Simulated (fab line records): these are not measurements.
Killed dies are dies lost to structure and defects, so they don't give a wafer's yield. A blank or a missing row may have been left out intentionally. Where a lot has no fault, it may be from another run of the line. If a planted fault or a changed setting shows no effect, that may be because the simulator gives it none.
A lot that was struck, set against a sound lot | flow n5_finfet | 36 steps out of a route of 1938
Sound: wafers L388.1, L388.3, L388.5. Wafers struck: L384.1, L384.2, L384.4. The cause is named last.
Each step with rows lists, per side, the tool, then ch with its chambers, then its first start. Under that, the readings that differ: sound wafers | struck wafers | difference of the means | sigmas: that difference in standard deviations of wafers without a fault.
alike: same words and numbers on both sides, and readings whose means sit less than 2 such deviations apart. not compared: any withheld reading, any reading some wafer has no value for, any bound like >300 that may hide the same value, and any number with overlapping values for which the record gives no deviation.
Wherever a step has rows on one side only, a row that says differs or no value, or a row with sigmas, the two part there. Numbers that have no deviation but don't overlap get no sigmas and don't part them. A reading that every wafer of one side lacks parts them only if that side has two wafers or more.

first, 9 steps without rows for these wafers: N5_BEOL_M6_SURFACE_TREAT_79; N5_BEOL_M6_CVD_78 (deposits Co from CCTBA/H2, target thk 2 nm, time 142.3 s); N5_BEOL_M6_SPUTTER_48 (material Cu, target thk 10 nm, time 1.667 s); N5_BEOL_M6_ECD_50 (material Cu, target thk 300 nm); N5_BEOL_M6_ANNEAL_51 (time 90 s); N5_BEOL_M6_CMP_52 (polishes, stops on SiCOH lowk, t overpolish 6.9 s, target thk 80 nm); N5_BEOL_M6_PRE_CLEAN_55 (time 15 s); N5_BEOL_M6_DEP_56 (deposits SiCN from 3MS/NH3, target thk 10 nm, time 17.5 s); N5_BEOL_M7_ILD_DEP_00 (deposits SiCOH lowk from DEMS/porogen, target thk 179.75 nm, time 33.4 s).
N5_BEOL_M7_CURE_74: cures SiCOH lowk, time 240 s.
  sound on uv_cure-01 ch 0, day 15 00:32; struck on uv_cure-03 ch 2, day 15 02:26
  no value came back on the struck wafers for lamp_power_pct (%), run_length_s (s), wafer_temp_C_max; on the sound wafers lamp_power_pct (%) reads 52.33 52.31 52.39
  reading                                            | sound           | struck          | difference | sigmas
  model.SiCOH_lowk_of_BEOL_M7_ILD_DEP_00.thk_nm (nm) | 154.6 154.6 159 | 180.8 181.2 186 | +26.6      |
N5_BEOL_M7_THK_MEAS_01:
  sound on film_metro-02 at day 15 01:03; struck on film_metro-01 at day 15 02:56
  reading         | sound             | struck            | difference | sigmas
  M7_ILD_THK (nm) | 154.7 154.4 158.9 | 180.8 181.2 186.2 | +26.7      | +11
then, 24 steps without rows for these wafers: N5_BEOL_M7_PECVD_70 (deposits SiO2 from TEOS/O2, target thk 20 nm, time 22.7 s); N5_BEOL_M7_HM_DEP_02 (deposits TiN, target thk 20 nm); N5_BEOL_M7_COAT_59 (time 60 s, resist thk 100 nm); N5_BEOL_M7_COAT_60 (time 60 s, resist thk 35 nm); N5_BEOL_M7_COAT_05 (resist thk 90 nm); N5_BEOL_M7_EBR_07; N5_BEOL_M7_SOFTBAKE_06 (time 60 s); N5_BEOL_M7_EXPOSE_08 (exposes mask M7); N5_BEOL_M7_PEB_09 (peb time 60 s); N5_BEOL_M7_DEVELOP_10 (develop time 30 s); N5_BEOL_M7_DESCUM_16 (chemistry O2, time 7.9 s); N5_BEOL_M7_ETCH_61 (etches SiARC in CF4, target depth 45.5 nm, time 75.8 s); N5_BEOL_M7_ETCH_62 (etches SOC in N2/H2, target depth 110 nm, overetch 22 nm, time 165 s); N5_BEOL_M7_STRIP_68 (strips in N2/H2); N5_BEOL_M7_STRIP_67 (strips in CF4); N5_BEOL_M7_HM_OPEN_17 (chemistry Cl2/BCl3, target TiN, target depth 20 nm, overetch 6 nm); N5_BEOL_M7_STRIP_19 (strips in O2); N5_BEOL_M7_COAT_63 (time 60 s, resist thk 60 nm); N5_BEOL_M7_COAT_64 (time 60 s, resist thk 12 nm); N5_BEOL_M7_COAT_71 (time 60 s, resist thk 5 nm); N5_BEOL_M7_COAT_22 (resist thk 30 nm); N5_BEOL_M7_EBR_24; N5_BEOL_M7_SOFTBAKE_23 (time 60 s); N5_BEOL_M7_EXPOSE_25 (exposes mask V6, target cd 40 nm).
N5_BEOL_M7_CMP_52: polishes, stops on SiCOH lowk, t overpolish 6.9 s, target thk 80 nm.
  sound on cmp-03 ch 0,3, day 15 05:32; struck on cmp-03 ch 0,2,3, day 15 11:09
  reading                                            | sound           | struck          | difference | sigmas
  model.SiCOH_lowk_of_BEOL_M7_ILD_DEP_00.thk_nm (nm) | 151.6 151.6 156 | 177.8 178.2 183 | +26.6      |
  alike: clearing_platen_down_force_psi, motor_current_A

## WHERE THEY PART
At N5_BEOL_M7_CURE_74 first; at N5_BEOL_M7_THK_MEAS_01 last (within this record only). Later steps at which nothing parts them and some readings are alike: N5_BEOL_M7_CMP_52.

WHY: what had been put in by the simulator
Beginning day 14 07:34, the whole step at N5_BEOL_M7_CURE_74 was skipped on uv_cure-03. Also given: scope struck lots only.
